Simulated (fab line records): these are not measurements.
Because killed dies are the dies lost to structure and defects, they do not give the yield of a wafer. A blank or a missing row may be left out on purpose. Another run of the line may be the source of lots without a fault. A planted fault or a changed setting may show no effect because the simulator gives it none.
Chamber matching || flow nand-harc || NHARC_A_CHANNEL_HOLE_D1_DESCUM_15 on rie-diel-09 has 4 sister chambers
The step chemistry O2, time 3 s. 4 wafers are shown with their chamber, then 6 later ones without.

== WAFERS, EACH WITH ITS CHAMBER ==
{"wafer": "L852.5", "chamber": 3, "drypump-motor-current-A (A)": 4.8}
{"wafer": "L859.2", "chamber": 0, "drypump-motor-current-A (A)": 5.6}
{"wafer": "L864.5", "chamber": 1, "drypump-motor-current-A (A)": 6.3}
{"wafer": "L864.6", "chamber": 2, "drypump-motor-current-A (A)": 5.8}

== WAFERS WITHOUT THEIR CHAMBER ==
{"wafer": "L869.2", "drypump-motor-current-A (A)": 4.9}
{"wafer": "L869.4", "drypump-motor-current-A (A)": 5.6}
{"wafer": "L869.6", "drypump-motor-current-A (A)": 4.9}
{"wafer": "L873.3", "drypump-motor-current-A (A)": 5.7}
{"wafer": "L873.4", "drypump-motor-current-A (A)": 6.4}
{"wafer": "L873.6", "drypump-motor-current-A (A)": 5.7}

== CHAMBER TAKEN BY EACH ==
{"wafer": "L869.2", "from the rows above": 3, "in truth": 3}
{"wafer": "L869.4", "from the rows above": 0, "in truth": 0}
{"wafer": "L869.6", "from the rows above": 3, "in truth": 3}
{"wafer": "L873.3", "from the rows above": "can't be placed: 2 or 0", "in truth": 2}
{"wafer": "L873.4", "from the rows above": 1, "in truth": 1}
{"wafer": "L873.6", "from the rows above": "can't be placed: 2 or 0", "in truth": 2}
4 of 6 placed correctly. These rows do not allow placing 2 (true chamber among the candidates in 2). 0 placed wrongly.
How it was worked out, from the rows above alone: a wafer's distance from a chamber is the root of the sum, over the readings, of the square of ((its reading less the chamber's mean) divided by the reading's scatter). The wafer belongs to the nearest chamber; if the next one is less than 2 further off, it can't be placed. Each chamber's mean is taken over the wafers shown for it. The scatter: root of mean squared gap, hidden wafer to nearest shown wafer, with one shown wafer a chamber.
